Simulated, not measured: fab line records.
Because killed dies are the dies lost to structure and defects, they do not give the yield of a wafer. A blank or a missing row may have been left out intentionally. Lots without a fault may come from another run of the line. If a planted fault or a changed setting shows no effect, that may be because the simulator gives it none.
fab line records	flow nand_harc
record lots=10	wafers=30	last_day=33
route steps=1302 shown A_ONON_D1@433 A_CHANNEL_HOLE_D1@451 END@1302
lots that met no fault: from a run of the same line without faults
start_h: hours from the record's opening day to when the first of the lot's shown wafers began	wait_h: hours from the lot's prior step to this one	" unchanged from the row above	L1.1+2: a single row standing in for several wafers	- value missing, or start not given	* or withheld: withheld	< > ~ a bound
route shown NAME@n: a module of which the file shows steps, and the number in the route of the first	usual: mean/standard deviation of fault-free wafers	same: alike in all rows	chamber/n: place in a boat	sites: per-site readings	_std_site: the values' standard deviation	_edge_site: outer sites' mean less inner sites'	radius_mm: how far each site lies from the wafer's centre	mask NAME#n: copy n	behind: the last tool/chamber to shape the wafer	hold: what put the lot on hold/how long, in hours/how the hold closed	device: the transistor (n, p or np) that didn't switch	end of line: the tests these same wafers got at the end of their route	for a step that has no rows: nothing shown but its recipe	killed: dies lost to structure and defects at the first sort, not the wafer's yield	map: a wafer's dies, marking killed ones x, the rest . and places with no die _
set.NAME: the run value of the setting; set.NAME@STEP: its run value at that earlier step	model.NAME: the simulator's own value behind a step, which no gauge read
a sample of lots followed through the steps of the route, with each step as a table and each wafer as a row
services: when a tool's chamber went out of use (start_h, in hours from the record's first day, below 0 if earlier), for how many hours, and the reason
## steps
# step NHARC_A_ONON_D1_THK_MEAS_14
# recipe thk_meas_gauge=ellipsometry
# usual thk_nm=1003/10
lot.wafer	tool	chamber	start_h	wait_h	thk_nm
L259.1	film_metro-02	-	176.79	-	999
L259.2	"	-	"	"	1002
L259.5	"	-	"	"	1002
L261.1	film_metro-01	-	199.96	-	1010
L261.5	"	-	"	"	1010
L261.6	"	-	"	"	1012
L263.2	film_metro-01	-	209.03	-	997
L263.3	"	-	"	"	997
L263.5	"	-	"	"	999
L269.1	film_metro-02	-	272.98	-	1016
L269.4	"	-	"	"	1015
L269.6	"	-	"	"	1017
L270.1	film_metro-02	-	282.46	-	998
L270.2	"	-	"	"	996
L270.6	"	-	"	"	996
L272.1	film_metro-02	-	304.23	-	986
L272.2	"	-	"	"	988
L272.4	"	-	"	"	987
L273.2	film_metro-02	-	312.08	-	988
L273.3	"	-	"	"	988
L273.6	"	-	"	"	988
L276.2	film_metro-02	-	340.33	-	1006
L276.3	"	-	"	"	1008
L276.5	"	-	"	"	1005
L278.1	film_metro-01	-	362.46	-	1009
L278.3	"	-	"	"	1009
L278.5	"	-	"	"	1008
L281.2	film_metro-02	-	395.18	-	991
L281.3	"	-	"	"	993
L281.6	"	-	"	"	992
# step NHARC_A_ONON_D1_THK_MEAS_30
# recipe thk_meas_gauge=ellipsometry
# usual thk_nm=1001/10
lot.wafer	tool	chamber	start_h	wait_h	thk_nm
L259.1	film_metro-01	-	187.10	-	1015
L259.2	"	-	"	"	1014
L259.5	"	-	"	"	1017
L261.1	film_metro-02	-	209.82	-	999
L261.5	"	-	"	"	999
L261.6	"	-	"	"	1000
L263.2	film_metro-02	-	219.01	-	1003
L263.3	"	-	"	"	1003
L263.5	"	-	"	"	1002
L269.1	film_metro-02	-	285.83	-	992
L269.4	"	-	"	"	993
L269.6	"	-	"	"	993
L270.1	film_metro-01	-	292.58	-	983
L270.2	"	-	"	"	982
L270.6	"	-	"	"	981
L272.1	film_metro-02	-	316.73	-	1002
L272.2	"	-	"	"	1002
L272.4	"	-	"	"	1002
L273.2	film_metro-01	-	325.21	-	1002
L273.3	"	-	"	"	1001
L273.6	"	-	"	"	1002
L276.2	film_metro-01	-	350.40	-	1004
L276.3	"	-	"	"	1005
L276.5	"	-	"	"	1002
L278.1	film_metro-02	-	373.34	-	993
L278.3	"	-	"	"	994
L278.5	"	-	"	"	993
L281.2	film_metro-02	-	405.54	-	999
L281.3	"	-	"	"	1000
L281.6	"	-	"	"	1000
# step NHARC_A_CHANNEL_HOLE_D1_DEP_01
# recipe target_thk_a=1400	target_thk_nm=140	temp_c=400	pressure_torr=3.5	flow_sccm=200	rf_w=350	material=SiON
# usual heater_power_w=760/110
lot.wafer	tool	chamber	start_h	wait_h	heater_power_w
L259.1	pecvd-04	2	189.62	1.6	598
L259.2	"	0	"	"	747
L259.5	"	2	"	"	614
L261.1	pecvd-02	0	212.43	1.7	859
L261.5	"	2	"	"	728
L261.6	"	0	"	"	874
L263.3	pecvd-03	1	221.80	1.0	706
L263.2	"	2	"	"	637
L263.5	"	1	"	"	707
L269.1	pecvd-03	1	288.42	1.6	788
L269.4	"	0	"	"	900
L269.6	"	2	"	"	613
L270.1	pecvd-03	1	295.19	1.7	686
L270.2	"	2	"	"	616
L270.6	"	2	"	"	616
L272.2	pecvd-02	2	319.30	1.3	746
L272.1	"	1	"	"	930
L272.4	"	2	"	"	751
L273.3	pecvd-02	2	331.75	1.0	855
L273.2	"	0	"	"	774
L273.6	"	0	"	"	786
L276.2	pecvd-03	1	353.00	1.3	730
L276.3	"	2	"	"	519
L276.5	"	0	"	"	855
L278.3	pecvd-02	0	378.45	1.0	858
L278.1	"	2	"	"	848
L278.5	"	1	"	"	793
L281.3	pecvd-03	0	408.56	1.0	825
L281.2	"	1	"	"	842
L281.6	"	2	"	"	523
# step NHARC_A_CHANNEL_HOLE_D1_EXPOSE_07
# recipe na=1.35	target_cd_nm=100	sigma_outer=0.3	dose_mj=59.65	mask_id=HOLE_D1
# usual exposure_dose_mJ_cm2=59.69/0.12	reticle_temp_C=23.04/0.1
lot.wafer	tool	chamber	start_h	wait_h	mask	exposure_dose_mJ_cm2	reticle_temp_C
L259.1	arfi_scanner-01	0	190.08	-	HOLE_D1#0	59.85	23.10
L259.2	"	0	"	"	HOLE_D1#0	59.77	22.93
L259.5	"	0	"	"	HOLE_D1#0	59.74	23.15
L261.1	arfi_scanner-01	0	212.95	-	HOLE_D1#0	59.80	23.13
L261.5	"	0	"	"	HOLE_D1#0	59.84	23.03
L261.6	"	0	"	"	HOLE_D1#0	59.74	23.21
L263.2	arfi_scanner-03	0	222.35	-	HOLE_D1#0	59.58	22.95
L263.3	"	0	"	"	HOLE_D1#0	59.64	22.97
L263.5	"	0	"	"	HOLE_D1#0	59.60	22.88
L269.1	arfi_scanner-01	0	288.97	-	HOLE_D1#0	43.13	23.18
L269.4	"	0	"	"	HOLE_D1#0	43.29	23.13
L269.6	"	0	"	"	HOLE_D1#0	43.19	23.15
L270.1	arfi_scanner-01	0	295.61	-	HOLE_D1#0	46.66	22.99
L270.2	"	0	"	"	HOLE_D1#0	46.58	22.81
L270.6	"	0	"	"	HOLE_D1#0	46.61	22.98
L272.1	arfi_scanner-01	0	319.75	-	HOLE_D1#0	49.14	22.82
L272.2	"	0	"	"	HOLE_D1#0	49.15	22.89
L272.4	"	0	"	"	HOLE_D1#0	49.22	23.00
L273.2	arfi_scanner-01	0	332.31	-	HOLE_D1#0	49.02	23.19
L273.3	"	0	"	"	HOLE_D1#0	49.06	23.14
L273.6	"	0	"	"	HOLE_D1#0	49.12	23.12
L276.2	arfi_scanner-03	0	353.56	-	HOLE_D1#0	59.55	22.97
L276.3	"	0	"	"	HOLE_D1#0	59.53	23.05
L276.5	"	0	"	"	HOLE_D1#0	59.47	22.97
L278.1	arfi_scanner-02	0	379.03	-	HOLE_D1#0	59.63	23.10
L278.3	"	0	"	"	HOLE_D1#0	59.65	23.02
L278.5	"	0	"	"	HOLE_D1#0	59.50	22.88
L281.2	arfi_scanner-02	0	409.15	-	HOLE_D1#0	59.55	22.96
L281.3	"	0	"	"	HOLE_D1#0	59.54	23.00
L281.6	"	0	"	"	HOLE_D1#0	59.54	23.08
# step NHARC_A_CHANNEL_HOLE_D1_CD_MEAS_10
# recipe target_cd_nm=100	landing_energy_ev=500
# usual cd_nm=100.1/0.53
lot.wafer	tool	chamber	start_h	wait_h	hold	cd_nm
L259.1	cd_sem-02	0	190.23	-	-	100.2
L259.2	"	0	"	"	-	100.8
L259.5	"	0	"	"	-	99.9
L261.1	cd_sem-01	0	213.09	-	-	100.4
L261.5	"	0	"	"	-	100.0
L261.6	"	0	"	"	-	100.9
L263.2	cd_sem-02	0	222.49	-	-	100.4
L263.3	"	0	"	"	-	100.1
L263.5	"	0	"	"	-	100.1
L269.1	cd_sem-03	0	289.11	-	await_dispo/0.2h/release	85.3
L269.4	"	0	"	"	await_dispo/0.2h/release	85.1
L269.6	"	0	"	"	await_dispo/0.2h/release	84.6
L269.1	cd_sem-03	0	-	-	-	84.8
L269.4	"	0	"	"	-	84.7
L269.6	"	0	"	"	-	84.6
L270.1	cd_sem-01	0	295.75	-	await_dispo/0.2h/release	87.4
L270.2	"	0	"	"	await_dispo/0.2h/release	87.6
L270.6	"	0	"	"	await_dispo/0.2h/release	88.6
L270.1	cd_sem-01	0	-	-	-	87.6
L270.2	"	0	"	"	-	87.5
L270.6	"	0	"	"	-	88.3
L272.1	cd_sem-01	0	319.89	-	await_dispo/0.2h/release	91.1
L272.2	"	0	"	"	await_dispo/0.2h/release	89.9
L272.4	"	0	"	"	await_dispo/0.2h/release	90.4
L272.1	cd_sem-01	0	-	-	-	91.1
L272.2	"	0	"	"	-	90.0
L272.4	"	0	"	"	-	90.4
L273.2	cd_sem-03	0	332.44	-	await_dispo/0.2h/release	89.5
L273.3	"	0	"	"	await_dispo/0.2h/release	90.6
L273.6	"	0	"	"	await_dispo/0.2h/release	89.8
L273.2	cd_sem-03	0	-	-	-	89.2
L273.3	"	0	"	"	-	90.9
L273.6	"	0	"	"	-	89.8
L276.2	cd_sem-02	0	353.70	-	-	99.5
L276.3	"	0	"	"	-	100.7
L276.5	"	0	"	"	-	100.5
L278.1	cd_sem-01	0	379.17	-	-	100.4
L278.3	"	0	"	"	-	100.7
L278.5	"	0	"	"	-	100.4
L281.2	cd_sem-03	0	409.29	-	-	100.7
L281.3	"	0	"	"	-	99.8
L281.6	"	0	"	"	-	100.3
# step NHARC_A_CHANNEL_HOLE_D1_CD_MEAS_18
# usual cd_nm=100/3.2
lot.wafer	tool	chamber	start_h	wait_h	hold	cd_nm
L259.1	cd_sem-01	-	191.74	-	-	93
L259.2	"	-	"	"	-	99
L259.5	"	-	"	"	-	98
L261.1	cd_sem-02	-	214.39	-	-	95
L261.5	"	-	"	"	-	98
L261.6	"	-	"	"	-	105
L263.2	cd_sem-02	-	223.79	-	-	100
L263.3	"	-	"	"	-	98
L263.5	"	-	"	"	-	96
L269.1	cd_sem-01	-	297.87	-	await_dispo/0.2h/release	88
L269.4	"	-	"	"	await_dispo/0.2h/release	81
L269.6	"	-	"	"	await_dispo/0.2h/release	86
L269.1	cd_sem-01	-	298.06	0.2	-	89
L269.4	"	-	"	"	-	81
L269.6	"	-	"	"	-	86
L270.1	cd_sem-02	-	300.54	-	await_dispo/0.2h/release	80
L270.2	"	-	"	"	await_dispo/0.2h/release	95
L270.6	"	-	"	"	await_dispo/0.2h/release	85
L270.1	cd_sem-02	-	300.73	0.2	-	80
L270.2	"	-	"	"	-	95
L270.6	"	-	"	"	-	85
L272.1	cd_sem-01	-	324.19	-	await_dispo/0.2h/release	92
L272.2	"	-	"	"	await_dispo/0.2h/release	87
L272.4	"	-	"	"	await_dispo/0.2h/release	95
L272.1	cd_sem-01	-	324.38	0.2	-	92
L272.2	"	-	"	"	-	87
L272.4	"	-	"	"	-	94
L273.2	cd_sem-03	-	336.15	-	await_dispo/0.2h/release	86
L273.3	"	-	"	"	await_dispo/0.2h/release	93
L273.6	"	-	"	"	await_dispo/0.2h/release	95
L273.2	cd_sem-03	-	336.34	0.2	-	86
L273.3	"	-	"	"	-	93
L273.6	"	-	"	"	-	95
L276.2	cd_sem-02	-	354.99	-	-	100
L276.3	"	-	"	"	-	102
L276.5	"	-	"	"	-	102
L278.1	cd_sem-02	-	380.47	-	-	106
L278.3	"	-	"	"	-	101
L278.5	"	-	"	"	-	104
L281.2	cd_sem-03	-	410.59	-	-	95
L281.3	"	-	"	"	-	101
L281.6	"	-	"	"	-	95
# step NHARC_A_CHANNEL_HOLE_D1_CD_MEAS_30
# usual cd_nm=90.9/1.8
lot.wafer	tool	chamber	start_h	wait_h	hold	cd_nm
L259.1	cd_sem-03	-	197.34	-	-	89.5
L259.2	"	-	"	"	-	92.8
L259.5	"	-	"	"	-	87.1
L261.1	cd_sem-03	-	219.98	-	-	91.4
L261.5	"	-	"	"	-	91.9
L261.6	"	-	"	"	-	93.0
L263.2	cd_sem-01	-	232.11	-	-	93.7
L263.3	"	-	"	"	-	91.7
L263.5	"	-	"	"	-	92.0
L269.1	cd_sem-01	-	310.85	-	await_dispo/0.2h/release	74.5
L269.4	"	-	"	"	await_dispo/0.2h/release	77.5
L269.6	"	-	"	"	await_dispo/0.2h/release	78.2
L269.1	cd_sem-01	-	311.03	0.2	-	74.2
L269.4	"	-	"	"	-	77.3
L269.6	"	-	"	"	-	78.1
L270.1	cd_sem-03	-	310.86	-	await_dispo/0.2h/release	79.0
L270.2	"	-	"	"	await_dispo/0.2h/release	76.8
L270.6	"	-	"	"	await_dispo/0.2h/release	82.2
L270.1	cd_sem-03	-	311.05	0.2	-	78.6
L270.2	"	-	"	"	-	76.9
L270.6	"	-	"	"	-	81.7
L272.1	cd_sem-03	-	342.28	-	await_dispo/0.2h/release	83.7
L272.2	"	-	"	"	await_dispo/0.2h/release	81.1
L272.4	"	-	"	"	await_dispo/0.2h/release	78.5
L272.1	cd_sem-03	-	342.46	0.2	-	83.7
L272.2	"	-	"	"	-	81.6
L272.4	"	-	"	"	-	78.6
L273.2	cd_sem-02	-	348.14	-	await_dispo/0.2h/release	77.6
L273.3	"	-	"	"	await_dispo/0.2h/release	80.8
L273.6	"	-	"	"	await_dispo/0.2h/release	80.1
L273.2	cd_sem-02	-	348.32	0.2	-	77.9
L273.3	"	-	"	"	-	80.3
L273.6	"	-	"	"	-	80.3
L276.2	cd_sem-03	-	360.57	-	-	91.1
L276.3	"	-	"	"	-	93.6
L276.5	"	-	"	"	-	95.2
L278.1	cd_sem-01	-	386.14	-	-	90.7
L278.3	"	-	"	"	-	93.2
L278.5	"	-	"	"	-	94.4
L281.2	cd_sem-02	-	418.10	-	-	89.9
L281.3	"	-	"	"	-	89.2
L281.6	"	-	"	"	-	90.0
# step NHARC_A_CHANNEL_HOLE_D1_XSEM_31
# recipe landing_energy_ev=35000
# usual bot_cd_nm=75.6/1.8	bow_nm=8.7/0.35	tilt_deg=0.08/0.033
lot.wafer	tool	chamber	start_h	wait_h	hold	bot_cd_nm	bow_nm	tilt_deg
L259.1	xsem-02	0	197.43	0.1	-	75.1	9.0	0.09
L259.2	"	0	"	"	-	78.3	9.0	0.09
L259.5	"	0	"	"	-	73.0	9.0	0.09
L261.1	xsem-02	0	220.07	0.1	-	77.5	8.8	0.04
L261.5	"	0	"	"	-	76.9	8.8	0.04
L261.6	"	0	"	"	-	77.8	8.8	0.04
L263.2	xsem-02	0	232.20	0.1	-	77.2	9.2	0.09
L263.3	"	0	"	"	-	76.3	9.1	0.09
L263.5	"	0	"	"	-	76.3	9.1	0.10
L269.1	xsem-02	0	312.72	1.7	await_dispo/1.6h/release	59.3	8.4	0.07
L269.4	"	0	"	"	await_dispo/1.6h/release	62.4	8.4	0.07
L269.6	"	0	"	"	await_dispo/1.6h/release	62.6	8.5	0.07
L270.1	xsem-01	0	313.49	2.4	await_dispo/2.4h/release	63.1	7.9	0.10
L270.2	"	0	"	"	await_dispo/2.4h/release	61.4	7.9	0.10
L270.6	"	0	"	"	await_dispo/2.4h/release	66.4	7.9	0.10
L272.1	xsem-02	0	344.76	2.3	await_dispo/2.2h/release	67.9	8.6	0.14
L272.2	"	0	"	"	await_dispo/2.2h/release	65.9	8.6	0.15
L272.4	"	0	"	"	await_dispo/2.2h/release	62.7	8.6	0.15
L273.2	xsem-02	0	352.41	4.1	await_dispo/4.0h/release	61.8	8.8	0.12
L273.3	"	0	"	"	await_dispo/4.0h/release	65.4	8.8	0.12
L273.6	"	0	"	"	await_dispo/4.0h/release	64.2	8.9	0.12
L276.2	xsem-01	0	360.66	0.1	-	74.8	8.3	0.14
L276.3	"	0	"	"	-	77.4	8.3	0.14
L276.5	"	0	"	"	-	78.9	8.3	0.14
L278.1	xsem-02	0	386.23	0.1	-	75.3	8.8	0.08
L278.3	"	0	"	"	-	78.2	8.8	0.08
L278.5	"	0	"	"	-	78.8	8.8	0.08
L281.2	xsem-01	0	418.18	0.1	-	75.0	9.1	0.09
L281.3	"	0	"	"	-	74.4	9.2	0.09
L281.6	"	0	"	"	-	76.1	9.1	0.10
# step NHARC_END_SORT_01
# recipe temp_c=25
# usual killed_at_array=52/18	killed_at_other=1.0/1.4	killed_at_periphery=3.1/2.3	killed_dies=56/17	killed_open=3.0/1.7	killed_short=2.5/1.7
# same gross_dies=677
lot.wafer	tool	chamber	start_h	wait_h	killed_at_array	killed_at_other	killed_at_periphery	killed_dies	killed_open	killed_short
L269.1	prober-02	0	676.93	2.5	124	6	1	131	3	0
L269.4	prober-02	0	679.35	3.4	216	3	1	220	2	4
L269.6	prober-02	0	680.96	4.0	207	5	4	216	3	5
L272.1	prober-01	0	683.59	2.6	60	1	2	63	2	1
L272.2	prober-01	0	684.39	2.8	63	1	4	68	1	2
L272.4	prober-01	0	685.99	3.4	68	4	3	75	4	0
L270.1	prober-02	0	684.76	2.5	166	2	3	171	2	3
L270.2	prober-02	0	685.56	2.8	45	1	2	48	5	8
L270.6	prober-02	0	688.75	4.0	124	1	1	126	3	3
L273.2	prober-02	0	710.64	2.7	80	2	3	85	3	1
L273.3	prober-02	0	711.43	3.1	60	0	1	61	3	2
L273.6	prober-02	0	713.82	4.0	86	0	4	90	4	3
# killed by level:class
L269.1 A_CHANNEL_HOLE_D1:area_expose=96 A_CHANNEL_HOLE_D1:chamber_film_flake=8 A_CONTACT:chamber_film_flake=6 THIN_TSV:chamber_film_flake=6 A_CHANNEL_FILL_D2:chamber_film_flake=3 A_STAIRCASE:chamber_film_flake=3 A_M0:geometric_particle:open=2 A_SLIT:chamber_film_flake=2
L269.4 A_CHANNEL_HOLE_D1:area_expose=189 A_CHANNEL_HOLE_D1:chamber_film_flake=8 THIN_TSV:chamber_film_flake=3 A_CHANNEL_FILL_D2:geometric_particle:short=2 A_CHANNEL_HOLE_D2:chamber_film_flake=2 A_STAIRCASE:chamber_film_flake=2 A_SLIT:chamber_film_flake=2 A_CONTACT:chamber_film_flake=2
L269.6 A_CHANNEL_HOLE_D1:area_expose=188 A_CHANNEL_HOLE_D1:chamber_film_flake=5 THIN_TSV:chamber_film_flake=5 A_SLIT:chamber_film_flake=2 A_WL_FILL:chamber_film_flake=2 A_CONTACT:chamber_film_flake=2 P_GATE:geometric_particle:open=1 A_CHANNEL_HOLE_D1:geometric_particle:short=1
L272.1 A_CHANNEL_HOLE_D1:chamber_film_flake=31 A_CHANNEL_HOLE_D2:chamber_film_flake=11 A_CONTACT:chamber_film_flake=5 A_STAIRCASE:chamber_film_flake=4 A_ZERO_WELL:chamber_film_flake=3 P_M2:chamber_film_flake=2 A_CHANNEL_HOLE_D1:area_expose=2 A_CHANNEL_FILL_D2:geometric_particle:open=1
L272.2 A_CHANNEL_HOLE_D1:chamber_film_flake=22 A_CHANNEL_HOLE_D2:chamber_film_flake=21 A_CONTACT:chamber_film_flake=5 A_CHANNEL_HOLE_D1:area_expose=4 A_ZERO_WELL:chamber_film_flake=3 A_CHANNEL_FILL_D1:chamber_film_flake=2 A_STAIRCASE:chamber_film_flake=2 P_CONTACT:geometric_particle:open=1
L270.1 A_CHANNEL_HOLE_D1:area_expose=127 A_CHANNEL_HOLE_D2:chamber_film_flake=17 A_CONTACT:chamber_film_flake=5 A_CHANNEL_HOLE_D1:chamber_film_flake=4 A_SLIT:chamber_film_flake=3 A_CHANNEL_FILL_D2:chamber_film_flake=2 A_STAIRCASE:chamber_film_flake=2 A_WL_FILL:chamber_film_flake=2
L270.2 A_CHANNEL_HOLE_D2:chamber_film_flake=10 A_WL_FILL:chamber_film_flake=8 A_CONTACT:chamber_film_flake=5 A_CHANNEL_FILL_D1:geometric_particle:short=3 A_CHANNEL_FILL_D2:geometric_particle:short=3 A_CHANNEL_HOLE_D1:chamber_film_flake=3 A_SLIT:chamber_film_flake=3 A_CHANNEL_FILL_D1:geometric_particle:open=2
L272.4 A_CHANNEL_HOLE_D1:chamber_film_flake=33 A_CHANNEL_HOLE_D2:chamber_film_flake=15 A_M1:chamber_film_flake=6 A_ZERO_WELL:chamber_film_flake=4 A_CONTACT:chamber_film_flake=3 P_M2:chamber_film_flake=2 STARTING-WAFER:geometric_particle:open=2 A_STAIRCASE:chamber_film_flake=2
L270.6 A_CHANNEL_HOLE_D1:area_expose=86 A_CHANNEL_HOLE_D2:chamber_film_flake=13 A_WL_FILL:chamber_film_flake=7 A_CONTACT:chamber_film_flake=4 A_ZERO_WELL:chamber_film_flake=2 A_CHANNEL_HOLE_D1:chamber_film_flake=2 A_STAIRCASE:chamber_film_flake=2 A_SLIT:chamber_film_flake=2
L273.2 A_SLIT:chamber_film_flake=26 A_CHANNEL_HOLE_D1:chamber_film_flake=25 A_CHANNEL_HOLE_D2:chamber_film_flake=17 A_CHANNEL_HOLE_D1:area_expose=5 P_M2:chamber_film_flake=2 P_M0:geometric_particle:open=1 A_CHANNEL_HOLE_D1:geometric_particle:open=1 A_ONON_D2:geometric_particle:open=1
L273.3 A_CHANNEL_HOLE_D1:chamber_film_flake=21 A_SLIT:chamber_film_flake=20 A_CHANNEL_HOLE_D2:chamber_film_flake=10 A_WL_FILL:chamber_film_flake=4 P_M0:geometric_particle:open=1 A_DECK1_JOINT:geometric_particle:open=1 A_SGD_CUT:geometric_particle:open=1 A_SGD_CUT:geometric_particle:short=1
L273.6 A_CHANNEL_HOLE_D1:chamber_film_flake=28 A_SLIT:chamber_film_flake=24 A_CHANNEL_HOLE_D2:chamber_film_flake=22 A_CONTACT:chamber_film_flake=3 A_STAIRCASE:chamber_film_flake=2 A_WL_FILL:chamber_film_flake=2 P_CONTACT:geometric_particle:open=1 P_M0:geometric_particle:short=1
## services
tool	chamber	start_h	hours	kind
arfi_scanner-01	-	166.63	6.8	repair
arfi_scanner-02	-	172.34	0.5	repair
arfi_scanner-02	-	184.10	0.6	repair
pecvd-03	-	185.66	13.0	pm
arfi_scanner-02	-	192.11	0.3	repair
arfi_scanner-03	-	198.45	4.0	pm
arfi_scanner-01	0	225.55	-	calibration
pecvd-02	-	227.38	13.0	pm
pecvd-03	2	234.56	25.0	repair
arfi_scanner-01	-	252.00	4.0	pm
pecvd-03	0	257.57	3.5	repair
pecvd-04	-	269.15	13.0	pm
arfi_scanner-03	-	277.78	0.3	repair
arfi_scanner-02	-	287.15	0.8	repair
arfi_scanner-03	-	307.16	0.5	repair
arfi_scanner-02	-	310.85	21.4	repair
pecvd-03	1	344.84	7.1	repair
pecvd-02	-	354.37	0.7	repair
pecvd-03	-	366.96	13.0	pm
arfi_scanner-03	-	370.45	4.0	pm
xsem-01	-	374.00	14.0	pm
arfi_scanner-01	-	382.11	0.3	repair
xsem-02	-	397.72	1.8	repair
pecvd-02	-	408.38	13.0	pm
## key
first_sign step=NHARC_A_CHANNEL_HOLE_D1_EXPOSE_07	reading=exposure_dose_mJ_cm2	direction=down	sigmas=99+	usual=59.69	struck=47.01
effect step=NHARC_A_CHANNEL_HOLE_D1_CD_MEAS_10	reading=visit	direction=added	through=control_loop
effect step=NHARC_A_CHANNEL_HOLE_D1_CD_MEAS_10	reading=cd_nm	direction=down	sigmas=22	usual=100.1	struck=88.3	through=control_loop
effect step=NHARC_A_CHANNEL_HOLE_D1_CD_MEAS_18	reading=visit	direction=added	through=control_loop
effect step=NHARC_A_CHANNEL_HOLE_D1_CD_MEAS_30	reading=cd_nm	direction=down	sigmas=6.4	usual=90.9	struck=79.2	through=control_loop
effect step=NHARC_A_CHANNEL_HOLE_D1_XSEM_31	reading=bot_cd_nm	direction=down	sigmas=6.6	usual=75.6	struck=63.6	through=control_loop
effect step=NHARC_END_SORT_01	reading=killed_dies	direction=up	sigmas=3.3	usual=56	struck=113	wafers_moved=5
more_kills_born_at NHARC_A_CHANNEL_HOLE_D1_EXPOSE_07@arfi_scanner-01=699
met_at NHARC_A_CHANNEL_HOLE_D1_EXPOSE_07
struck_lots L269,L270,L272,L273
tester_left_out L269,L270,L272,L273
loop_trim step=NHARC_A_CHANNEL_HOLE_D1_EXPOSE_07	setting=dose	lots=L270,L272,L273
not_acting_at NHARC_A_ONON_D1_THK_MEAS_14,NHARC_A_ONON_D1_THK_MEAS_30,NHARC_A_CHANNEL_HOLE_D1_DEP_01
onset_between 212.95 288.97
fault kind=process_parameter_drift	tool=arfi_scanner-01	chamber=-	onset_h=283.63	steps=NHARC_A_CHANNEL_HOLE_D1_EXPOSE_07	channel=dose_mj	offset=-16.555	shape=step	acts_in=these_recipes_only	stated=59.65
# tester_left_out: of these lots the tester's yield and bins aren't shown, on N5 and GAA mostly nor the transistor test; their killed dies are dies lost to structure and defects alone, not to doping, threshold or leakage, so they don't give the yield
# loop_trim: a control loop set the setting to another value than it would have without faults
